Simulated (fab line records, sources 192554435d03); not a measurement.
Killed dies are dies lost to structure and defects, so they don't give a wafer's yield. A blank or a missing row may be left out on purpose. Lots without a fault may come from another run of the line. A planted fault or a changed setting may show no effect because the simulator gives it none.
Chamber matching | flow n5_finfet | N5_BEOL_M10_VIA_ETCH_34 on rie_diel-06: 4 sister chambers
The step etches SiCOH lowk in C4F6/O2, target depth 184.5 nm, time 69.2 s. 8 wafers are shown with their chamber, then 10 later ones without.

WAFERS WITH THEIR CHAMBER
wafer  | chamber | drypump_motor_current_A (A) | rf_vpp_V (V)
L082.4 | 3       | 5.7                         | 652
L082.6 | 1       | 6.5                         | 692
L084.6 | 0       | 5.3                         | 639
L085.1 | 1       | 6.5                         | 692
L085.2 | 3       | 5.7                         | 651
L085.6 | 2       | 6.4                         | 702
L089.2 | 0       | 5.4                         | 649
L089.4 | 2       | 6.4                         | 702

WAFERS WITHOUT THEIR CHAMBER
wafer  | drypump_motor_current_A (A) | rf_vpp_V (V)
L089.6 | 6.4                         | 702
L092.1 | 5.7                         | 651
L092.3 | 6.4                         | 703
L092.4 | 6.5                         | 692
L095.1 | 5.4                         | 649
L095.2 | 5.7                         | 650
L095.4 | 6.4                         | 703
L096.4 | 6.4                         | 703
L096.5 | 5.3                         | 649
L096.6 | 5.7                         | 649

WHICH CHAMBER EACH WENT THROUGH
wafer  | from the rows above | in truth
L089.6 | 2                   | 2
L092.1 | 3                   | 3
L092.3 | 2                   | 2
L092.4 | 1                   | 1
L095.1 | 0                   | 0
L095.2 | 3                   | 3
L095.4 | 2                   | 2
L096.4 | 2                   | 2
L096.5 | 0                   | 0
L096.6 | 3                   | 3
Placed correctly: 10 of 10. Can't be placed from these rows: 0. Placed wrongly: 0.
How it was worked out, from the rows above alone: a wafer's distance from a chamber is the root of the sum, over the readings, of the square of ((its reading less the chamber's mean) divided by the reading's scatter). The wafer belongs to the nearest chamber; if the next one is less than 2 further off, it can't be placed. A chamber's mean is the mean of its shown wafers. The scatter: the root of (the sum of the squares of (reading less its chamber's mean) over the shown wafers, divided by (wafers less chambers)).
